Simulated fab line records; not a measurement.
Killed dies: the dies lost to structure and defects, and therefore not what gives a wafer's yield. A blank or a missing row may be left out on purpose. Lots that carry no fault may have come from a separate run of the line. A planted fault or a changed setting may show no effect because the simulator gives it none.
fab line records -- flow n5Finfet -- part 1 of 2: steps 1 to 25 of 33
record: lots: 5, wafers: 15, lastDay: 16
route steps=1938 shown BEOL_M14@1731
lots that met no fault: from a run of the same line without faults
startH: hours from the record's opening day to when the first of the lot's shown wafers began -- waitH: hours from the lot's prior step to this one -- " identical to the entry in the row above -- L1.1+2: one row covering several wafers at once -- - either no value or no given start -- * or withheld: withheld -- < > ~ a bound
route shown NAME@n: a module of which the file shows steps, and the number in the route of the first -- usual: average and standard deviation across the fault-free wafers -- same: alike in all rows -- chamber/n: place in a boat -- sites: per-site readings -- _std_site: standard deviation of those values -- _edge_site: mean of outer sites minus mean of inner sites -- radiusMm: how far each site lies from the wafer's centre -- mask NAME#n: copy n -- behind: tool/chamber where the wafer was last shaped -- hold: what put the lot on hold/how long, in hours/how the hold closed -- device: whichever transistor did not switch (one of n, p or np) -- end of line: tests run on the same wafers once the route is complete -- a step without rows: its recipe alone -- killed: the dies lost at the first sort to structure and to defects; this is not the yield of the wafer -- map: dies across one wafer; x = killed, . = not, _ = none there
set.NAME: the setting the step ran with; set.NAME@STEP: the setting that earlier step ran with -- model.NAME: the simulator's own value behind a step, which no gauge read
certain route steps with their lots: each step a table, each wafer a row
services: the hour from which a tool's chamber was out of use, counted from the record's first day as startH (under 0 if before that day), plus the number of hours and why
== steps ==
step: N5_BEOL_M14_VIA_ETCH_16
recipe: chemistry: C4F8/O2/Ar, target: SiO2, heInnerTorr: 15, heOuterTorr: 30, targetDepthA: 12313, timeS: withheld, ionEnergyEv: 800, pressureMtorr: 20, sourceW: 1905, biasW: 2040, Ar_flow_sccm: 400, C4F8_flow_sccm: 16, O2_flow_sccm: 12, ends: cleared
usual: drypumpMotorCurrentA: 5.61/0.3, oesProductAu: 0.72/0.056, rfVppV: 2227/49, showerheadPlenumPTorr: 3.43/0.12, throttleValvePct: 30.8/0.4
lot.wafer,tool,chamber,startH,waitH,drypumpMotorCurrentA,oesProductAu,rfVppV,showerheadPlenumPTorr,throttleValvePct
L077.2,rieDiel-01,2,275.11,0.0,5.86,0.66,2176,3.33,31.0
L077.3,rieDiel-01,1,275.11,0.0,5.56,0.81,2221,3.45,30.5
L077.6,rieDiel-01,0,275.11,0.0,5.75,0.73,2221,3.35,31.0
L080.1,rieDiel-06,2,286.82,0.0,5.14,0.76,2278,3.46,30.9
L080.4,rieDiel-06,0,286.82,0.0,5.72,0.64,2137,3.25,31.2
L080.5,rieDiel-06,3,286.82,0.0,5.28,0.73,2316,3.37,31.5
L081.1,rieDiel-06,0,291.90,0.0,5.73,0.63,2137,3.25,31.2
L081.4,rieDiel-06,2,291.90,0.0,5.15,0.75,2277,3.46,30.9
L081.6,rieDiel-06,0,291.90,0.0,5.72,0.63,2139,3.25,31.2
L082.1,rieDiel-06,0,299.29,0.0,5.72,0.64,2137,3.25,31.2
L082.5,rieDiel-06,2,299.29,0.0,5.14,0.75,2276,3.46,30.9
L082.6,rieDiel-06,1,299.29,0.0,5.97,0.76,2209,3.63,30.8
L093.2,rieDiel-01,0,372.03,0.0,5.74,0.71,2217,3.33,31.1
L093.5,rieDiel-01,1,372.03,0.0,5.54,0.76,2221,3.44,30.5
L093.6,rieDiel-01,2,372.03,0.0,5.89,0.65,2176,3.31,31.0
step: N5_BEOL_M14_STRIP_63
recipe: chemistry: O2, powerW: 600, tempC: 60, pressureMtorr: 30, rfFrequencyHz: 6e+07, biasPowerW: 0, overashFraction: 0.3, o2FlowSccm: 225
usual: drypumpMotorCurrentA: 5.6/0.3, oesProductAu: 0.79/0.06, rfVppV: 3.7/0.9, showerheadPlenumPTorr: 2.09/0.078, throttleValvePct: 16.64/0.26
lot.wafer,tool,chamber,startH,waitH,drypumpMotorCurrentA,oesProductAu,rfHoursCounterH,rfVppV,showerheadPlenumPTorr,throttleValvePct
L077.2,rieDiel-01,2,-,-,5.9,0.73,165,4.1,2.04,16.76
L077.3,rieDiel-01,1,-,-,5.5,0.90,40,4.0,2.12,16.36
L077.6,rieDiel-01,0,-,-,5.7,0.79,-,3.5,2.04,16.77
L080.1,rieDiel-06,2,-,-,5.2,0.83,70,3.1,2.13,16.69
L080.4,rieDiel-06,0,-,-,5.7,0.70,-,4.1,1.99,17.06
L080.5,rieDiel-06,3,-,-,5.3,0.79,-,2.2,2.01,16.89
L081.1,rieDiel-06,0,-,-,5.7,0.70,200,3.5,1.99,17.09
L081.4,rieDiel-06,2,-,-,5.1,0.83,-,5.5,2.13,16.66
L081.6,rieDiel-06,0,-,-,5.7,0.71,-,2.8,1.99,17.09
L082.1,rieDiel-06,0,-,-,5.7,0.70,202,4.3,1.99,17.07
L082.5,rieDiel-06,2,-,-,5.1,0.83,-,5.2,2.13,16.70
L082.6,rieDiel-06,1,-,-,6.0,0.84,-,5.9,2.21,16.43
L093.2,rieDiel-01,0,-,-,5.7,0.77,122,3.7,2.02,16.78
L093.5,rieDiel-01,1,-,-,5.5,0.83,-,4.5,2.11,16.41
L093.6,rieDiel-01,2,-,-,5.8,0.71,-,3.9,2.03,16.80
step: N5_BEOL_M14_STRIP_64
recipe: chemistry: O2, powerW: 600, tempC: 60, pressureMtorr: 30, rfFrequencyHz: 6e+07, biasPowerW: 0, overashFraction: 0.3, o2FlowSccm: 225
usual: drypumpMotorCurrentA: 5.60/0.3, oesProductAu: 0.79/0.06, rfVppV: 3.6/0.48, showerheadPlenumPTorr: 2.09/0.078, throttleValvePct: 16.64/0.26
lot.wafer,tool,chamber,startH,waitH,drypumpMotorCurrentA,oesProductAu,rfHoursCounterH,rfVppV,showerheadPlenumPTorr,throttleValvePct
L077.2,rieDiel-01,2,-,-,5.86,0.71,165,4.2,2.04,16.72
L077.3,rieDiel-01,1,-,-,5.56,0.89,40,3.6,2.12,16.38
L077.6,rieDiel-01,0,-,-,5.71,0.80,-,3.6,2.04,16.75
L080.1,rieDiel-06,2,-,-,5.14,0.83,70,3.6,2.13,16.71
L080.4,rieDiel-06,0,-,-,5.71,0.71,-,3.9,1.99,17.09
L080.5,rieDiel-06,3,-,-,5.28,0.81,-,4.0,2.01,16.89
L081.1,rieDiel-06,0,-,-,5.71,0.71,200,3.4,1.99,17.10
L081.4,rieDiel-06,2,-,-,5.14,0.84,-,4.4,2.13,16.70
L081.6,rieDiel-06,0,-,-,5.70,0.71,-,3.8,1.99,17.09
L082.1,rieDiel-06,0,-,-,5.70,0.71,202,3.4,1.99,17.08
L082.5,rieDiel-06,2,-,-,5.14,0.83,-,3.2,2.13,16.72
L082.6,rieDiel-06,1,-,-,5.96,0.84,-,3.3,2.21,16.39
L093.2,rieDiel-01,0,-,-,5.74,0.76,122,3.8,2.02,16.81
L093.5,rieDiel-01,1,-,-,5.51,0.83,-,4.2,2.11,16.43
L093.6,rieDiel-01,2,-,-,5.82,0.71,-,4.2,2.03,16.80
step: N5_BEOL_M14_STRIP_71
recipe: chemistry: postEtchResidueRemover, timeS: 60, tempC: 25, removerPh: withheld, removerWaterWtPct: withheld, removerFluorideWtPct: withheld
lot.wafer,tool,chamber,startH,waitH
L077.2+3+6,wetBench-04,"4,0,6",275.40,-
L080.1+4+5,wetBench-05,"4,1,3",287.11,-
L081.1+4+6,wetBench-04,"6,0,1",292.19,-
L082.1+5+6,wetBench-04,"5,6,7",299.58,-
L093.2+5+6,wetBench-05,"2,5,6",372.32,-
step: N5_BEOL_M14_SRD_72
recipe: timeS: 30, tempC: 23, rinseLiquid: diw, dry: n2Spin, spinRpm: 1500, dryTimeS: 30
lot.wafer,tool,chamber,startH,waitH
L077.2+3+6,wetBench-04,"4,0,6",275.42,0.0
L080.1+4+5,wetBench-05,"4,1,3",287.13,0.0
L081.1+4+6,wetBench-04,"6,0,1",292.21,0.0
L082.1+5+6,wetBench-04,"5,6,7",299.60,0.0
L093.2+5+6,wetBench-05,"2,5,6",372.34,0.0
step: N5_BEOL_M14_CD_MEAS_17
recipe: targetCdNm: 250, polarity: opening
usual: cdNm: 250/3.2
lot.wafer,tool,chamber,startH,waitH,cdNm
L077.2,cdSem-01,-,275.46,0.0,252
L077.3,cdSem-01,-,275.46,0.0,249
L077.6,cdSem-01,-,275.46,0.0,253
L080.1,cdSem-01,-,287.17,0.0,250
L080.4,cdSem-01,-,287.17,0.0,253
L080.5,cdSem-01,-,287.17,0.0,250
L081.1,cdSem-01,-,292.25,0.0,252
L081.4,cdSem-01,-,292.25,0.0,252
L081.6,cdSem-01,-,292.25,0.0,248
L082.1,cdSem-02,-,299.64,0.0,248
L082.5,cdSem-02,-,299.64,0.0,247
L082.6,cdSem-02,-,299.64,0.0,247
L093.2,cdSem-03,-,372.38,0.0,248
L093.5,cdSem-03,-,372.38,0.0,245
L093.6,cdSem-03,-,372.38,0.0,246
step: N5_BEOL_M14_COAT_65
recipe: resist: SOC, tempC: 250, timeS: 60, spinRpm: 1500, resistThkNm: 450
lot.wafer,tool,chamber,startH,waitH
L077.2+3+6,lithoTrack-03,0,275.50,0.0
L080.1+4+5,lithoTrack-03,0,287.20,0.0
L081.1+4+6,lithoTrack-01,0,292.29,0.0
L082.1+5+6,lithoTrack-03,0,299.68,0.0
L093.2+5+6,lithoTrack-05,0,372.42,0.0
step: N5_BEOL_M14_COAT_66
recipe: resist: SiARC, tempC: 220, timeS: 60, spinRpm: 1500, resistThkNm: 110
lot.wafer,tool,chamber,startH,waitH
L077.2+3+6,lithoTrack-03,0,-,-
L080.1+4+5,lithoTrack-03,0,-,-
L081.1+4+6,lithoTrack-01,0,-,-
L082.1+5+6,lithoTrack-03,0,-,-
L093.2+5+6,lithoTrack-05,0,-,-
step: N5_BEOL_M14_COAT_22
recipe: spinRpm: 2888, resistThkNm: 300
lot.wafer,tool,chamber,startH,waitH
L077.2+3+6,lithoTrack-03,0,-,-
L080.1+4+5,lithoTrack-03,0,-,-
L081.1+4+6,lithoTrack-01,0,-,-
L082.1+5+6,lithoTrack-03,0,-,-
L093.2+5+6,lithoTrack-05,0,-,-
step: N5_BEOL_M14_EBR_24
recipe: solvent: PGMEA, ebrWidthMm: 1.5
lot.wafer,tool,chamber,startH,waitH
L077.2+3+6,lithoTrack-03,0,-,-
L080.1+4+5,lithoTrack-03,0,-,-
L081.1+4+6,lithoTrack-01,0,-,-
L082.1+5+6,lithoTrack-03,0,-,-
L093.2+5+6,lithoTrack-05,0,-,-
step: N5_BEOL_M14_SOFTBAKE_23
recipe: tempC: 130, timeS: 60
lot.wafer,tool,chamber,startH,waitH
L077.2+3+6,lithoTrack-03,0,-,-
L080.1+4+5,lithoTrack-03,0,-,-
L081.1+4+6,lithoTrack-01,0,-,-
L082.1+5+6,lithoTrack-03,0,-,-
L093.2+5+6,lithoTrack-05,0,-,-
step: N5_BEOL_M14_EXPOSE_25
recipe: maskId: M14, na: 0.8, sourceShape: annular, sigmaInner: 0.5, sigmaOuter: 0.8, polarization: unpolarized, targetCdNm: 280, doseMj: 26.6
lot.wafer,tool,chamber,startH,waitH,mask
L077.2+3+6,krfScanner-01,0,275.74,-,M14#0
L080.1+4+5,krfScanner-01,0,287.32,-,M14#0
L081.1+4+6,krfScanner-01,0,292.41,-,M14#0
L082.1+5+6,krfScanner-02,0,299.92,-,M14#0
L093.2+5+6,krfScanner-01,0,372.54,-,M14#0
step: N5_BEOL_M14_PEB_26
recipe: pebTempC: 130, pebTimeS: 90
lot.wafer,tool,chamber,startH,waitH
L077.2+3+6,lithoTrack-01,0,275.80,0.0
L080.1+4+5,lithoTrack-03,0,287.38,0.1
L081.1+4+6,lithoTrack-03,0,292.46,0.1
L082.1+5+6,lithoTrack-05,0,299.98,0.1
L093.2+5+6,lithoTrack-03,0,372.59,0.0
step: N5_BEOL_M14_DEVELOP_27
recipe: developTimeS: 45, rinseLiquid: diw, dry: airSpin, devTempC: 21
lot.wafer,tool,chamber,startH,waitH
L077.2+3+6,lithoTrack-01,0,-,-
L080.1+4+5,lithoTrack-03,0,-,-
L081.1+4+6,lithoTrack-03,0,-,-
L082.1+5+6,lithoTrack-05,0,-,-
L093.2+5+6,lithoTrack-03,0,-,-
step: N5_BEOL_M14_HARDBAKE_32
recipe: tempC: 130, timeS: 120
lot.wafer,tool,chamber,startH,waitH
L077.2+3+6,lithoTrack-01,0,-,-
L080.1+4+5,lithoTrack-03,0,-,-
L081.1+4+6,lithoTrack-03,0,-,-
L082.1+5+6,lithoTrack-05,0,-,-
L093.2+5+6,lithoTrack-03,0,-,-
step: N5_BEOL_M14_CD_MEAS_28
recipe: targetCdNm: 284.4, landingEnergyEv: 500, detector: seInlens
usual: cdNm: 284.1/2.2
lot.wafer,tool,chamber,startH,waitH,cdNm
L077.2,cdSem-02,0,275.91,-,283.8
L077.3,cdSem-02,0,275.91,-,285.4
L077.6,cdSem-02,0,275.91,-,284.1
L080.1,cdSem-01,0,287.49,-,284.7
L080.4,cdSem-01,0,287.49,-,281.1
L080.5,cdSem-01,0,287.49,-,282.4
L081.1,cdSem-03,0,292.58,-,286.8
L081.4,cdSem-03,0,292.58,-,284.0
L081.6,cdSem-03,0,292.58,-,285.8
L082.1,cdSem-01,0,300.09,-,283.3
L082.5,cdSem-01,0,300.09,-,286.2
L082.6,cdSem-01,0,300.09,-,285.3
L093.2,cdSem-03,0,372.71,-,283.6
L093.5,cdSem-03,0,372.71,-,285.8
L093.6,cdSem-03,0,372.71,-,282.0
step: N5_BEOL_M14_OVL_MEAS_29
recipe: pointsPerWafer: 44
usual: M14_OVL: -1/4.8
lot.wafer,tool,chamber,startH,waitH,M14_OVL[nm]
L077.2,overlay-02,0,275.94,0.0,-4
L077.3,overlay-02,0,275.94,0.0,3
L077.6,overlay-02,0,275.94,0.0,-3
L080.1,overlay-02,0,287.53,0.0,2
L080.4,overlay-02,0,287.53,0.0,2
L080.5,overlay-02,0,287.53,0.0,7
L081.1,overlay-01,0,292.61,0.0,-15
L081.4,overlay-01,0,292.61,0.0,-5
L081.6,overlay-01,0,292.61,0.0,-6
L082.1,overlay-02,0,300.12,0.0,-1
L082.5,overlay-02,0,300.12,0.0,3
L082.6,overlay-02,0,300.12,0.0,-2
L093.2,overlay-02,0,372.74,0.0,-4
L093.5,overlay-02,0,372.74,0.0,-5
L093.6,overlay-02,0,372.74,0.0,-3
step: N5_BEOL_M14_INSPECT_30
recipe: mode: adi, inspectInstrument: macro
usual: rawDefectCount: 2.1/1.5
lot.wafer,tool,chamber,startH,waitH,rawDefectCount
L077.2,defectInspect-01,-,275.96,0.0,2
L077.3,defectInspect-01,-,275.96,0.0,2
L077.6,defectInspect-01,-,275.96,0.0,1
L080.1,defectInspect-01,-,287.55,0.0,1
L080.4,defectInspect-01,-,287.55,0.0,4
L080.5,defectInspect-01,-,287.55,0.0,3
L081.1,defectInspect-02,-,292.63,0.0,2
L081.4,defectInspect-02,-,292.63,0.0,2
L081.6,defectInspect-02,-,292.63,0.0,2
L082.1,defectInspect-01,-,300.15,0.0,2
L082.5,defectInspect-01,-,300.15,0.0,2
L082.6,defectInspect-01,-,300.15,0.0,1
L093.2,defectInspect-01,-,372.76,0.0,2
L093.5,defectInspect-01,-,372.76,0.0,3
L093.6,defectInspect-01,-,372.76,0.0,0
step: N5_BEOL_M14_DESCUM_33
recipe: chemistry: O2, timeS: 7.9, sourcePowerW: 50, biasPowerW: 20, pressureMtorr: 20, rfFrequencyHz: 2.712e+07, tempC: 40, o2FlowSccm: 225
usual: drypumpMotorCurrentA: 5.59/0.3, oesProductAu: 0.81/0.058, rfVppV: 243.3/1.5, showerheadPlenumPTorr: 2.10/0.081, throttleValvePct: 20.37/0.27
lot.wafer,tool,chamber,startH,waitH,drypumpMotorCurrentA,oesProductAu,rfHoursCounterH,rfVppV,showerheadPlenumPTorr,throttleValvePct
L077.2,rieDiel-02,1,276.00,0.0,5.56,0.88,49,245.0,2.20,19.97
L077.3,rieDiel-02,2,276.00,0.0,5.35,0.85,53,241.9,2.02,19.96
L077.6,rieDiel-02,1,276.00,0.0,5.58,0.87,-,245.5,2.20,19.96
L080.1,rieDiel-01,2,287.58,0.0,5.81,0.73,169,241.4,2.04,20.55
L080.4,rieDiel-01,0,287.58,0.0,5.67,0.79,92,240.8,2.03,20.52
L080.5,rieDiel-01,3,287.58,0.0,5.52,0.90,-,245.0,2.23,20.01
L081.1,rieDiel-06,2,292.67,0.0,5.15,0.83,72,244.3,2.13,20.54
L081.4,rieDiel-06,3,292.67,0.0,5.26,0.79,105,242.3,2.01,20.66
L081.6,rieDiel-06,2,292.67,0.0,5.17,0.82,-,242.6,2.13,20.52
L082.1,rieDiel-02,2,300.18,0.0,5.37,0.84,61,241.5,2.02,19.94
L082.5,rieDiel-02,0,300.18,0.0,5.97,0.81,-,243.0,2.09,20.39
L082.6,rieDiel-02,3,300.18,0.0,6.11,0.68,-,243.3,2.09,20.47
L093.2,rieDiel-02,0,372.80,0.0,5.95,0.78,139,242.2,2.08,20.44
L093.5,rieDiel-02,0,372.80,0.0,5.96,0.78,-,244.3,2.08,20.43
L093.6,rieDiel-02,2,372.80,0.0,5.35,0.81,-,242.2,2.01,19.99
step: N5_BEOL_M14_ETCH_67
recipe: chemistry: CF4, target: SiARC, targetDepthA: 1430, timeS: 238.3, ionEnergyEv: 80, pressureMtorr: 40, sourceW: 545, biasW: 36, Ar_flow_sccm: 100, cf4FlowSccm: 100, ends: cleared
usual: drypumpMotorCurrentA: 5.59/0.29, etchRfOnTimeS: 235/8.4, oesProductAu: 0.70/0.052, rfVppV: 184.1/1.3, showerheadPlenumPTorr: 2.15/0.082, throttleValvePct: 15.55/0.28
lot.wafer,tool,chamber,startH,waitH,drypumpMotorCurrentA,etchRfOnTimeS,oesProductAu,rfHoursCounterH,rfVppV,showerheadPlenumPTorr,throttleValvePct
L077.2,rieDiel-02,1,276.03,0.0,5.53,241,0.75,49,186.6,2.28,15.42
L077.3,rieDiel-02,2,276.03,0.0,5.34,241,0.73,53,183.4,2.08,15.21
L077.6,rieDiel-02,1,276.03,0.0,5.55,244,0.74,-,186.0,2.28,15.41
L080.1,rieDiel-01,2,287.62,0.0,5.81,248,0.62,169,183.2,2.05,15.47
L080.4,rieDiel-01,0,287.62,0.0,5.72,222,0.71,92,183.1,2.08,15.69
L080.5,rieDiel-01,3,287.62,0.0,5.56,231,0.79,-,184.8,2.26,15.09
L081.1,rieDiel-06,2,292.70,0.0,5.13,239,0.71,72,182.9,2.17,15.59
L081.4,rieDiel-06,3,292.70,0.0,5.27,250,0.67,105,183.4,2.10,16.02
L081.6,rieDiel-06,2,292.70,0.0,5.16,236,0.71,-,185.4,2.17,15.60
L082.1,rieDiel-02,2,300.22,0.0,5.33,242,0.71,61,182.3,2.07,15.22
L082.5,rieDiel-02,0,300.22,0.0,5.99,234,0.69,-,183.6,2.14,15.69
L082.6,rieDiel-02,3,300.22,0.0,6.08,242,0.59,-,182.9,2.10,15.59
L093.2,rieDiel-02,0,372.83,0.0,5.96,233,0.67,139,183.8,2.14,15.72
L093.5,rieDiel-02,0,372.83,0.0,5.95,233,0.67,-,184.9,2.14,15.72
L093.6,rieDiel-02,2,372.83,0.0,5.36,236,0.69,-,184.5,2.06,15.27
step: N5_BEOL_M14_ETCH_68
recipe: chemistry: N2/H2, target: SOC, maskMaterial: SiARC, sourceW: 3000, biasW: 350, tempC: 40, timeS: 450, ionEnergyEv: 200, pressureMtorr: 30, n2FlowSccm: 200, h2FlowSccm: 200
usual: drypumpMotorCurrentA: 5.60/0.3, oesProductAu: 0.81/0.057, rfVppV: 524.1/2.9, showerheadPlenumPTorr: 2.56/0.1, throttleValvePct: 17.74/0.29
lot.wafer,tool,chamber,startH,waitH,drypumpMotorCurrentA,oesProductAu,rfHoursCounterH,rfVppV,showerheadPlenumPTorr,throttleValvePct
L077.2,rieDiel-02,1,276.18,0.1,5.60,0.88,49,528.9,2.71,17.50
L077.3,rieDiel-02,2,276.18,0.1,5.37,0.85,53,522.5,2.50,17.48
L077.6,rieDiel-02,1,276.18,0.1,5.60,0.87,-,527.9,2.71,17.51
L080.1,rieDiel-01,2,287.76,0.1,5.86,0.73,169,520.6,2.42,17.71
L080.4,rieDiel-01,0,287.76,0.1,5.69,0.79,92,521.3,2.49,18.04
L080.5,rieDiel-01,3,287.76,0.1,5.46,0.90,-,527.7,2.70,17.23
L081.1,rieDiel-06,2,292.85,0.1,5.08,0.83,73,526.1,2.55,17.65
L081.4,rieDiel-06,3,292.85,0.1,5.28,0.81,105,520.7,2.45,18.08
L081.6,rieDiel-06,2,292.85,0.1,5.13,0.84,-,525.5,2.55,17.65
L082.1,rieDiel-02,2,300.36,0.1,5.37,0.84,61,521.3,2.50,17.51
L082.5,rieDiel-02,0,300.36,0.1,5.98,0.81,-,523.2,2.58,18.01
L082.6,rieDiel-02,3,300.36,0.1,6.11,0.68,-,524.2,2.49,17.53
L093.2,rieDiel-02,0,372.98,0.1,5.98,0.79,140,524.5,2.57,18.04
L093.5,rieDiel-02,0,372.98,0.1,5.97,0.78,-,523.8,2.57,18.04
L093.6,rieDiel-02,2,372.98,0.1,5.34,0.81,-,520.9,2.49,17.54
step: N5_BEOL_M14_STRIP_69
recipe: chemistry: N2/H2, tempC: 40, n2FlowSccm: 200, h2FlowSccm: 200, rfFrequencyHz: 6e+07
lot.wafer,tool,chamber,startH,waitH
L077.2+3+6,rieDiel-02,"1,2,1",276.44,0.1
L080.1+4+5,rieDiel-01,"2,0,3",288.03,0.1
L081.1+4+6,rieDiel-06,"2,3,2",293.11,0.1
L082.1+5+6,rieDiel-02,"2,0,3",300.63,0.1
L093.2+5+6,rieDiel-02,"0,0,2",373.24,0.1
step: N5_BEOL_M14_TRENCH_ETCH_34
recipe: chemistry: C4F8/O2/Ar, target: SiO2, targetDepthA: 5566.5, maskMaterial: SOC, heInnerTorr: 15, heOuterTorr: 30, timeS: 126.9, ionEnergyEv: 800, pressureMtorr: 20, sourceW: 1905, biasW: 2040, Ar_flow_sccm: 400, C4F8_flow_sccm: 16, O2_flow_sccm: 12
usual: drypumpMotorCurrentA: 5.60/0.3, oesProductAu: 0.81/0.061, rfVppV: 2229/45, showerheadPlenumPTorr: 3.45/0.13, throttleValvePct: 30.8/0.38
lot.wafer,tool,chamber,startH,waitH,drypumpMotorCurrentA,oesProductAu,rfHoursCounterH,rfVppV,showerheadPlenumPTorr,throttleValvePct
L077.2,rieDiel-02,1,276.45,0.0,5.57,0.86,50,2188,3.63,30.6
L077.3,rieDiel-02,2,276.45,0.0,5.37,0.84,54,2207,3.31,30.2
L077.6,rieDiel-02,1,276.45,0.0,5.57,0.85,-,2189,3.63,30.6
L080.1,rieDiel-01,2,288.04,0.0,5.86,0.73,169,2177,3.32,31.0
L080.4,rieDiel-01,0,288.04,0.0,5.67,0.83,92,2221,3.34,31.1
L080.5,rieDiel-01,3,288.04,0.0,5.58,0.93,-,2228,3.63,30.4
L081.1,rieDiel-06,2,293.12,0.0,5.11,0.83,73,2277,3.46,30.9
L081.4,rieDiel-06,3,293.12,0.0,5.28,0.79,105,2314,3.37,31.5
L081.6,rieDiel-06,2,293.12,0.0,5.14,0.83,-,2276,3.46,30.9
L082.1,rieDiel-02,2,300.64,0.0,5.36,0.83,61,2206,3.31,30.2
L082.5,rieDiel-02,0,300.64,0.0,5.98,0.81,-,2266,3.44,30.9
L082.6,rieDiel-02,3,300.64,0.0,6.13,0.69,-,2211,3.36,30.3
L093.2,rieDiel-02,0,373.25,0.0,5.97,0.78,140,2265,3.43,30.8
L093.5,rieDiel-02,0,373.25,0.0,6.00,0.77,-,2266,3.43,30.9
L093.6,rieDiel-02,2,373.25,0.0,5.37,0.81,-,2204,3.30,30.3
step: N5_BEOL_M14_STRIP_70
recipe: chemistry: C4F8/O2/Ar, resist: SiARC, rfFrequencyHz: 6e+07
lot.wafer,tool,chamber,startH,waitH
L077.2+3+6,rieDiel-02,"1,2,1",276.57,0.1
L080.1+4+5,rieDiel-01,"2,0,3",288.15,0.1
L081.1+4+6,rieDiel-06,"2,3,2",293.24,0.1
L082.1+5+6,rieDiel-02,"2,0,3",300.75,0.1
L093.2+5+6,rieDiel-02,"0,0,2",373.37,0.1
step: N5_BEOL_M14_OCD_MEAS_35
usual: trenchDepthNm: 561/19
lot.wafer,tool,chamber,startH,waitH,trenchDepthNm
L077.2,ocd-01,-,276.61,0.0,548
L077.3,ocd-01,-,276.61,0.0,547
L077.6,ocd-01,-,276.61,0.0,545
L080.1,ocd-02,-,288.19,0.0,534
L080.4,ocd-02,-,288.19,0.0,601
L080.5,ocd-02,-,288.19,0.0,573
L081.1,ocd-02,-,293.28,0.0,554
L081.4,ocd-02,-,293.28,0.0,530
L081.6,ocd-02,-,293.28,0.0,556
L082.1,ocd-01,-,300.79,0.0,553
L082.5,ocd-01,-,300.79,0.0,570
L082.6,ocd-01,-,300.79,0.0,553
L093.2,ocd-02,-,373.41,0.0,561
L093.5,ocd-02,-,373.41,0.0,555
L093.6,ocd-02,-,373.41,0.0,551
